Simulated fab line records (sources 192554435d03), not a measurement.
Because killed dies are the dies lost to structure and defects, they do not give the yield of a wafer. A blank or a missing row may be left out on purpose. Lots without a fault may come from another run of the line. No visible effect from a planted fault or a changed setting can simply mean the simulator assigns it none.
Which tool was responsible? + flow n5_finfet + 72 wafers from 24 lots sampled at 4 of the route's 1938 steps

== WHAT THE GAUGES READ, wafer by wafer ==
N5_START_INSPECT_01: inspects for defects (unpatterned scan).
| lot  | measured    | on                | raw_defect_count |
|------|-------------|-------------------|------------------|
| L074 | day 1 12:02 | defect_inspect-02 | 5 8 7            |
| L075 | day 1 18:02 | defect_inspect-01 | 8 0 7            |
| L076 | day 2 00:02 | defect_inspect-01 | 8 3 7            |
| L077 | day 2 06:02 | defect_inspect-02 | 2 6 6            |
| L078 | day 2 12:02 | defect_inspect-02 | 4 7 9            |
| L079 | day 2 18:02 | defect_inspect-02 | 7 10 3           |
| L080 | day 3 00:02 | defect_inspect-01 | 4 3 2            |
| L081 | day 3 06:02 | defect_inspect-02 | 9 6 2            |
| L082 | day 3 12:02 | defect_inspect-01 | 7 2 7            |
| L083 | day 3 18:02 | defect_inspect-02 | 4 5 5            |
| L084 | day 4 00:02 | defect_inspect-02 | 5 6 4            |
| L085 | day 4 06:02 | defect_inspect-02 | 3 6 2            |
| L086 | day 4 12:02 | defect_inspect-01 | 6 5 6            |
| L087 | day 4 18:02 | defect_inspect-01 | 5 10 7           |
| L088 | day 5 00:02 | defect_inspect-02 | 2 11 4           |
| L089 | day 5 06:02 | defect_inspect-02 | 10 1 6           |
| L090 | day 5 12:02 | defect_inspect-01 | 9 8 7            |
| L091 | day 5 18:02 | defect_inspect-02 | 11 6 3           |
| L092 | day 6 00:02 | defect_inspect-01 | 8 7 6            |
| L093 | day 6 06:02 | defect_inspect-01 | 9 5 5            |
| L094 | day 6 12:02 | defect_inspect-02 | 2 5 9            |
| L095 | day 6 18:02 | defect_inspect-02 | 7 6 4            |
| L096 | day 7 00:02 | defect_inspect-02 | 5 6 9            |
| L097 | day 7 06:02 | defect_inspect-01 | 6 6 8            |

N5_ZERO_LAYER_INSPECT_20: inspects for defects (darkfield).
| lot  | measured    | on                | raw_defect_count |
|------|-------------|-------------------|------------------|
| L074 | day 1 13:15 | defect_inspect-01 | 46 38 32         |
| L075 | day 1 19:23 | defect_inspect-01 | 15 29 29         |
| L076 | day 2 01:23 | defect_inspect-01 | 15 39 45         |
| L077 | day 2 07:15 | defect_inspect-02 | 36 24 19         |
| L078 | day 2 13:25 | defect_inspect-01 | 52 73 43         |
| L079 | day 2 19:26 | defect_inspect-01 | 34 27 30         |
| L080 | day 3 01:38 | defect_inspect-01 | 27 76 26         |
| L081 | day 3 07:50 | defect_inspect-02 | 26 44 33         |
| L082 | day 3 13:18 | defect_inspect-02 | 28 66 53         |
| L083 | day 3 19:34 | defect_inspect-02 | 106 50 82        |
| L084 | day 4 01:16 | defect_inspect-02 | 48 25 39         |
| L085 | day 4 07:17 | defect_inspect-02 | 53 15 46         |
| L086 | day 4 13:23 | defect_inspect-02 | 24 37 61         |
| L087 | day 4 19:29 | defect_inspect-02 | 26 60 39         |
| L088 | day 5 02:01 | defect_inspect-02 | 61 33 47         |
| L089 | day 5 07:23 | defect_inspect-02 | 39 22 15         |
| L090 | day 5 13:23 | defect_inspect-01 | 42 56 30         |
| L091 | day 5 19:23 | defect_inspect-02 | 36 26 50         |
| L092 | day 6 01:15 | defect_inspect-01 | 91 19 36         |
| L093 | day 6 07:38 | defect_inspect-02 | 55 26 46         |
| L094 | day 6 13:26 | defect_inspect-02 | 35 32 59         |
| L095 | day 6 19:16 | defect_inspect-01 | 21 88 44         |
| L096 | day 7 01:16 | defect_inspect-02 | 51 65 44         |
| L097 | day 7 07:15 | defect_inspect-02 | 39 33 40         |

N5_PMOS_HMC_CHANNEL_EPI_OVL_MEAS_10.
| lot  | measured    | on         | PMOS_HMC_BLK_OVL (nm) |
|------|-------------|------------|-----------------------|
| L074 | day 1 17:26 | overlay-01 | 0.1 -0.1 1.3          |
| L075 | day 2 01:14 | overlay-02 | 1.3 0.4 0.5           |
| L076 | day 2 04:54 | overlay-02 | 0.3 1.2 0.4           |
| L077 | day 2 12:58 | overlay-02 | 0.7 -0.3 0.9          |
| L078 | day 2 17:17 | overlay-02 | 0.7 -0.2 -0.2         |
| L079 | day 2 23:37 | overlay-01 | 0.0 -0.2 0.0          |
| L080 | day 3 05:52 | overlay-02 | 0.2 0.2 1.1           |
| L081 | day 3 11:53 | overlay-02 | 1.0 1.5 1.2           |
| L082 | day 3 18:28 | overlay-02 | -0.4 0.2 0.3          |
| L083 | day 4 00:08 | overlay-02 | 0.3 1.4 0.6           |
| L084 | day 4 05:39 | overlay-02 | -0.3 -1.0 0.0         |
| L085 | day 4 11:25 | overlay-02 | 1.2 0.4 0.7           |
| L086 | day 4 16:59 | overlay-01 | -1.4 -1.0 -0.8        |
| L087 | day 4 23:29 | overlay-01 | 1.3 0.5 0.5           |
| L088 | day 5 05:47 | overlay-02 | 1.4 0.2 1.5           |
| L089 | day 5 11:40 | overlay-02 | 0.8 0.4 -0.1          |
| L090 | day 5 17:34 | overlay-01 | -0.8 0.9 -0.7         |
| L091 | day 5 23:02 | overlay-01 | -0.3 -0.3 -0.2        |
| L092 | day 6 04:56 | overlay-02 | -0.3 -0.6 0.4         |
| L093 | day 6 11:30 | overlay-02 | 0.0 -1.0 -1.4         |
| L094 | day 6 17:11 | overlay-02 | 0.2 -0.4 -0.5         |
| L095 | day 6 23:31 | overlay-01 | -0.7 0.6 -0.3         |
| L096 | day 7 05:12 | overlay-01 | 0.4 -0.1 -0.7         |
| L097 | day 7 11:07 | overlay-01 | 0.7 0.7 -0.4          |

== WHICH TOOL RAN EACH LOT (tool, then ch and the chambers of the sampled wafers, then the start) ==
| lot  | N5_PMOS_HMC_CHANNEL_EPI_HM_DEP_34 |
|------|-----------------------------------|
| L074 | pecvd-04 ch 0,1, day 1 17:08      |
| L075 | pecvd-04 ch 0,1,2, day 2 00:48    |
| L076 | pecvd-03 ch 0,1, day 2 04:35      |
| L077 | pecvd-02 ch 0,2, day 2 12:31      |
| L078 | pecvd-02 ch 0,1, day 2 16:59      |
| L079 | pecvd-03 ch 0,1, day 2 23:18      |
| L080 | pecvd-02 ch 0,1,2, day 3 05:26    |
| L081 | pecvd-04 ch 0,1,2, day 3 11:35    |
| L082 | pecvd-03 ch 0,2, day 3 18:08      |
| L083 | pecvd-04 ch 0,2, day 3 23:42      |
| L084 | pecvd-03 ch 0,1, day 4 05:20      |
| L085 | pecvd-04 ch 0,2, day 4 10:59      |
| L086 | pecvd-03 ch 0,1, day 4 16:40      |
| L087 | pecvd-04 ch 0,1,2, day 4 23:04    |
| L088 | pecvd-03 ch 1,2, day 5 05:28      |
| L089 | pecvd-04 ch 0,1, day 5 11:13      |
| L090 | pecvd-04 ch 0,1,2, day 5 17:08    |
| L091 | pecvd-04 ch 0,1,2, day 5 22:44    |
| L092 | pecvd-02 ch 0,1,2, day 6 04:38    |
| L093 | pecvd-03 ch 0,1, day 6 11:11      |
| L094 | pecvd-02 ch 0,1,2, day 6 16:53    |
| L095 | pecvd-03 ch 0,2, day 6 23:12      |
| L096 | pecvd-02 ch 0,2, day 7 04:53      |
| L097 | pecvd-02 ch 1,2, day 7 10:41      |
- N5_PMOS_HMC_CHANNEL_EPI_HM_DEP_34: deposits SiO2 from TEOS/O2, target thk 36 nm, time 6.9 s.

== AS READ BY THE TOOLS THEMSELVES (means over the sampled wafers that have a number; for cases with no such wafer, the mark the record gives instead) ==
N5_PMOS_HMC_CHANNEL_EPI_HM_DEP_34.
| lot  | tool     | heater_power_outer_w (W) | heater_power_w (W) | rf_fwd_power_W (W) | showerhead_plenum_p_Torr (Torr) | throttle_valve_pct (%) |
|------|----------|--------------------------|--------------------|--------------------|---------------------------------|------------------------|
| L074 | pecvd-04 | 203                      | 406                | 885                | 8.39                            | 19.0                   |
| L075 | pecvd-04 | 255                      | 485                | 885                | 8.37                            | 18.7                   |
| L076 | pecvd-03 | 367                      | 645                | 892                | 8.34                            | 18.3                   |
| L077 | pecvd-02 | 334                      | 634                | 885                | 8.35                            | 18.4                   |
| L078 | pecvd-02 | 311                      | 591                | 886                | 8.35                            | 18.5                   |
| L079 | pecvd-03 | 322                      | 589                | 888                | 8.33                            | 18.2                   |
| L080 | pecvd-02 | 315                      | 585                | 883                | 8.35                            | 18.3                   |
| L081 | pecvd-04 | 195                      | 397                | 887                | 8.36                            | 18.5                   |
| L082 | pecvd-03 | 321                      | 559                | 890                | 8.28                            | 17.9                   |
| L083 | pecvd-04 | 245                      | 476                | 887                | 8.39                            | 18.1                   |
| L084 | pecvd-03 | 310                      | 531                | 892                | 8.31                            | 18.2                   |
| L085 | pecvd-04 | 213                      | 427                | 884                | 8.41                            | 18.5                   |
| L086 | pecvd-03 | 344                      | 574                | 891                | 8.31                            | 18.1                   |
| L087 | pecvd-04 | 269                      | 506                | 885                | 8.38                            | 18.7                   |
| L088 | pecvd-03 | 316                      | 619                | 891                | 8.28                            | 18.0                   |
| L089 | pecvd-04 | 218                      | 419                | 890                | 8.38                            | 19.2                   |
| L090 | pecvd-04 | 245                      | 465                | 888                | 8.38                            | 18.6                   |
| L091 | pecvd-04 | 238                      | 458                | 885                | 8.38                            | 18.8                   |
| L092 | pecvd-02 | 353                      | 632                | 882                | 8.35                            | 18.2                   |
| L093 | pecvd-03 | 303                      | 569                | 893                | 8.33                            | 18.3                   |
| L094 | pecvd-02 | 326                      | 602                | 883                | 8.36                            | 18.0                   |
| L095 | pecvd-03 | 299                      | 539                | 890                | 8.30                            | 18.0                   |
| L096 | pecvd-02 | 379                      | 697                | 884                | 8.37                            | 18.1                   |
| L097 | pecvd-02 | 339                      | 592                | 881                | 8.34                            | 18.0                   |

== THE ANSWER, worked out from the rows above alone ==
Rule: what is usual is taken from the lots themselves. The widest of any qualifying gaps counts: lots, ordered by their means at a reading, are off when they make up no more than a third of the lots, leave a main group of 4 or more, and stand apart from it by 3 or more times the standard deviation of that group's means. Not used: any main group whose means are identical at the precision the tables above print for the reading. Also off: a lot with no number at a reading for which 4 or more lots have one. Any other lot the step has rows for is counted as sound. First the gauges in route order, then the tools' own readings, where a lot's mean is used as printed above. At the first step where some lot is off, the reading lying furthest off is the one used; lots without a number count as furthest.
No lot is off at any reading shown: from this, nothing can be told.

== WHAT WAS PUT IN BY THE SIMULATOR ==
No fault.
